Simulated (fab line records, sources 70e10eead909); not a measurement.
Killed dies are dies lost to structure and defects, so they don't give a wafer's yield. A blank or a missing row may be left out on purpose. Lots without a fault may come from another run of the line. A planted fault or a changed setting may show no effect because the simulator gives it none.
Which tool did it? | flow nand_harc | 14 lots, 42 wafers sampled, at 5 steps of a route of 1302

WHAT THE GAUGES READ, wafer by wafer
NHARC_END_SORT_01. Usual: killed_at_array 56, standard deviation 17; killed_at_other 1.2, standard deviation 1.4; killed_at_periphery 4, standard deviation 3.2; killed_dies 61, standard deviation 16; killed_open 3.6, standard deviation 2.1; killed_short 2.7, standard deviation 1.8.
lot  | measured     | on        | killed_at_array | killed_at_other | killed_at_periphery | killed_dies | killed_open | killed_short | flag
L160 | day 26 09:25 | prober-02 | 34 22 23        | 1 3 1           | 619 621 621         | 654 646 645 | 4 2 4       | 8 3 4        | OFF
L161 | day 26 04:04 | prober-01 | 71 71 57        | 2 0 2           | 573 572 601         | 646 643 660 | 2 1 2       | 5 2 3        | OFF
L170 | day 30 18:19 | prober-01 | 46              | 2               | 3                   | 51          | 1           | 3            |

WHICH TOOL RAN EACH LOT (tool, then ch and the chambers of the sampled wafers, then the start)
lot  | NHARC_P_GATE_SPUTTER_78      | NHARC_A_BONDPAD_DEGAS_25     | NHARC_THIN_TSV_DEP_47           | NHARC_THIN_TSV_ETCH_59
L155 | pvd_sputter-01, day 6 03:47  | pvd_sputter-01, day 22 23:48 | pecvd-04 ch 1,2, day 23 18:31   | rie_metal-01 ch 0,1, day 23 22:55
L156 | pvd_sputter-02, day 6 10:17  | pvd_sputter-03, day 23 15:29 | pecvd-01 ch 0,2, day 24 07:05   | rie_metal-03 ch 0,1, day 24 11:16
L157 | pvd_sputter-01, day 6 11:43  | pvd_sputter-02, day 23 13:56 | pecvd-01 ch 1,2, day 24 05:35   | rie_metal-01 ch 0,1, day 24 10:00
L158 | pvd_sputter-03, day 7 06:13  | pvd_sputter-02, day 24 09:47 | pecvd-01 ch 0,1,2, day 25 04:47 | rie_metal-01 ch 0,1, day 25 09:07
L159 | pvd_sputter-03, day 7 12:02  | pvd_sputter-01, day 25 02:38 | pecvd-04 ch 0,2, day 25 19:44   | rie_metal-02 ch 0,1, day 25 23:58
L160 | pvd_sputter-02, day 8 00:19  | -                            | -                               | -
L161 | pvd_sputter-01, day 8 07:29  | -                            | -                               | -
L162 | pvd_sputter-01, day 8 17:25  | pvd_sputter-01, day 26 11:36 | pecvd-03 ch 0,1, day 27 04:48   | rie_metal-01 ch 0,1, day 27 09:08
L170 | pvd_sputter-02, day 11 23:34 | pvd_sputter-02, day 29 02:13 | pecvd-01 ch 0,2, day 29 22:35   | rie_metal-02 ch 0,1, day 30 02:49
L174 | pvd_sputter-03, day 13 23:29 | pvd_sputter-03, day 31 08:01 | pecvd-01 ch 1,2, day 32 05:44   | rie_metal-02 ch 0,1, day 32 10:14
L175 | pvd_sputter-03, day 14 05:19 | pvd_sputter-01, day 31 09:24 | pecvd-04 ch 0,1,2, day 32 04:24 | rie_metal-03 ch 0,1, day 32 08:58
L176 | pvd_sputter-01, day 14 15:12 | pvd_sputter-01, day 31 21:07 | pecvd-03 ch 1,2, day 32 14:48   | rie_metal-03 ch 0, day 32 19:15
L177 | pvd_sputter-02, day 14 23:47 | pvd_sputter-03, day 31 20:46 | pecvd-04 ch 0,1, day 32 13:36   | rie_metal-01 ch 0,1, day 32 18:08
L178 | pvd_sputter-01, day 15 12:48 | pvd_sputter-01, day 34 00:02 | pecvd-03 ch 0,1, day 34 15:56   | rie_metal-03 ch 0, day 34 20:17
- NHARC_P_GATE_SPUTTER_78: material Ni, target thk 10 nm.
- NHARC_A_BONDPAD_DEGAS_25: time 60 s.
- NHARC_THIN_TSV_DEP_47: deposits SiO2, target thk 200 nm.
- NHARC_THIN_TSV_ETCH_59: etches the open film in Cl2/BCl3, target depth 880 nm, time 138.1 s.

WHAT THE TOOLS THEMSELVES READ (means of the sampled wafers that have a number; where no wafer has one, the mark that the record gives instead)
NHARC_A_BONDPAD_DEGAS_25. Usual: heater_power_w 473 W, standard deviation 46.
lot  | tool           | heater_power_w (W) | flag
L155 | pvd_sputter-01 | 458                |
L156 | pvd_sputter-03 | 467                |
L157 | pvd_sputter-02 | 491                |
L158 | pvd_sputter-02 | 526                |
L159 | pvd_sputter-01 | 434                |
L162 | pvd_sputter-01 | 456                |
L170 | pvd_sputter-02 | 537                |
L174 | pvd_sputter-03 | 513                |
L175 | pvd_sputter-01 | 423                |
L176 | pvd_sputter-01 | 451                |
L177 | pvd_sputter-03 | 462                |
L178 | pvd_sputter-01 | 409                |

NHARC_THIN_TSV_DEP_47. Usual: mfc_precursor_sccm 161.5 sccm, standard deviation 0.48; rf_fwd_power_W 898.3 W, standard deviation 2.8; throttle_valve_pct 16.2 %, standard deviation 0.64.
lot  | tool     | mfc_precursor_sccm (sccm) | rf_fwd_power_W (W) | throttle_valve_pct (%) | flag
L155 | pecvd-04 | 160.6                     | 896.5              | 15.7                   |
L156 | pecvd-01 | 161.4                     | 894.6              | 16.6                   |
L157 | pecvd-01 | 161.9                     | 895.4              | 16.9                   |
L158 | pecvd-01 | 161.6                     | 897.9              | 16.8                   |
L159 | pecvd-04 | 161.5                     | 897.6              | 16.1                   |
L162 | pecvd-03 | 161.9                     | 900.3              | 15.8                   |
L170 | pecvd-01 | 161.5                     | 897.9              | 16.5                   |
L174 | pecvd-01 | 161.7                     | 897.7              | 16.8                   |
L175 | pecvd-04 | 162.1                     | 900.0              | 15.7                   |
L176 | pecvd-03 | 161.5                     | 899.7              | 15.8                   |
L177 | pecvd-04 | 161.6                     | 896.5              | 15.2                   |
L178 | pecvd-03 | 160.5                     | 898.1              | 16.2                   |

NHARC_THIN_TSV_ETCH_59. Usual: drypump_motor_current_A 5.8 A, standard deviation 0.62; oes_product_au 0.998 a.u., standard deviation 0.009; rf_fwd_power_W 895.5 W, standard deviation 3; throttle_valve_pct 22.265 %, standard deviation 0.0097.
lot  | tool         | drypump_motor_current_A (A) | oes_product_au (a.u.) | rf_fwd_power_W (W) | throttle_valve_pct (%) | flag
L155 | rie_metal-01 | 5.7                         | 0.984                 | 894.5              | 22.258                 |
L156 | rie_metal-03 | 6.4                         | 1.001                 | 895.8              | 22.256                 |
L157 | rie_metal-01 | 5.8                         | 0.993                 | 895.6              | 22.267                 |
L158 | rie_metal-01 | 5.3                         | 1.002                 | 897.5              | 22.276                 |
L159 | rie_metal-02 | 5.6                         | 0.997                 | 898.4              | 22.269                 |
L162 | rie_metal-01 | 5.7                         | 0.998                 | 893.7              | 22.269                 |
L170 | rie_metal-02 | 5.6                         | 0.984                 | 897.6              | 22.258                 |
L174 | rie_metal-02 | 5.6                         | 0.996                 | 897.5              | 22.271                 |
L175 | rie_metal-03 | 6.4                         | 0.997                 | 894.7              | 22.263                 |
L176 | rie_metal-03 | 6.5                         | 0.999                 | 897.3              | 22.263                 |
L177 | rie_metal-01 | 5.7                         | 1.004                 | 895.7              | 22.263                 |
L178 | rie_metal-03 | 6.5                         | 0.994                 | 896.7              | 22.272                 |

THE ANSWER, worked out from the rows above alone
Rule: a lot is off if the mean of its wafers that have a number lies more than 3 standard deviations from the usual mean. A lot without any number at a reading at which 4 lots or more have one is off too. The other lots that the step has rows for count as sound. The gauges are gone through in route order, then the tools' own readings, and for those a lot's mean is taken as printed above. The first step at which some lot is off is used, and at that step the reading that is off furthest; a lot without a number counts as furthest.
Off: L160, L161, at NHARC_END_SORT_01 (killed_at_periphery). Neither off nor sound, because the step has no rows for them: L155, L156, L157, L158, L159, L162, L174, L175, L176, L177, L178.
A tool fits if, at a process step before that reading, it ran every lot that is off, and no sound lot after the first of them. The gauges at NHARC_END_SORT_01 are tried like those tools. None of those tried fits.

WHAT THE SIMULATOR HAD PUT IN
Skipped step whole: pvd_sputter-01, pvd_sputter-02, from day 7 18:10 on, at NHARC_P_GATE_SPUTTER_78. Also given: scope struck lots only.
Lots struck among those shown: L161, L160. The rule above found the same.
